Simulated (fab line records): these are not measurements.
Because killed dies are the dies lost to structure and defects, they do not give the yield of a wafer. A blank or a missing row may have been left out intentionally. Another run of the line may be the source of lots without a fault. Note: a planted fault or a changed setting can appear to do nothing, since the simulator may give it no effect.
The same fault as seen by 2 desks    flow nandHarc    each desk holds nothing but its own numbers, with what lay behind them at the end

== THE METROLOGY DESK ==
Lot by lot, what the gauges showed, no matter which tool ran the lot: averages of those sampled wafers that carry a number. If a lot's mean is further than 4 standard deviations from the usual mean, the lot is out of limits and carries the mark OUT (the distance appears in the brackets).
Columns: A = thkNm at NHARC_A_ONON_D1_THK_MEAS_08, usual 1001 nm
lot   first seen here  A
L272  day 7 22:08      990
L276  day 8 12:31      999
L274  day 8 12:40      1006
L277  day 8 20:10      1005
L279  day 9 03:47      1002
L280  day 9 15:45      1359 (+42) OUT
L282  day 10 02:20     980
L281  day 10 12:36     1366 (+42) OUT
L289  day 11 19:28     1012
L290  day 12 03:13     995
L292  day 12 12:44     1005
L293  day 12 12:56     1013
L294  day 13 00:41     1007
L295  day 13 05:50     1016
This desk's verdict: out of limits on L280, L281, starting with L280 at day 9 15:45 (thkNm at NHARC_A_ONON_D1_THK_MEAS_08). Within limits: L272, L276, L274, L277, L279, L282, L289, L290, L292, L293, L294, L295.

== THE TOOL OWNER'S DESK: pecvdOnon-02 ==
The tool's own readings at NHARC_A_ONON_D1_DEP_06 (target thk 1000 nm): means of the sampled wafers that have a number, for each lot that ran on this tool. If a lot's mean is further than 4 standard deviations from the usual mean, the lot is out of limits and carries the mark OUT (the distance appears in the brackets).
Columns: A = n2FlowSccm at NHARC_A_ONON_D1_DEP_06, usual 2750 sccm
lot   first seen here  A
L272  day 7 21:48      2748
L277  day 8 19:40      2740
L279  day 9 03:24      2747
L280  day 9 15:14      2737
L281  day 10 12:09     2743
Finding of this desk: none of the 5 lots has anything out of limits.

== TAKEN TOGETHER ==
The metrology desk could have raised an alarm at day 9 15:45, on L280, L281.
The desk of the tool owner found nothing out of limits.
On record at the tool owner's desk: L280, L281, within its limits.
NHARC_A_ONON_D1_DEP_06 was run on pecvdOnon-02 by each of the lots named.

== WHAT WAS PUT IN BY THE SIMULATOR ==
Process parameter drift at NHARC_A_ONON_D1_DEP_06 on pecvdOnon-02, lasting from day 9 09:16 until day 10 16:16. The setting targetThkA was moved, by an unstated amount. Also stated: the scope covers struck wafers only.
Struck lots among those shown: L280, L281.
Delay in hours, fault start to first out-of-limits reading, per desk: metrology desk 6.
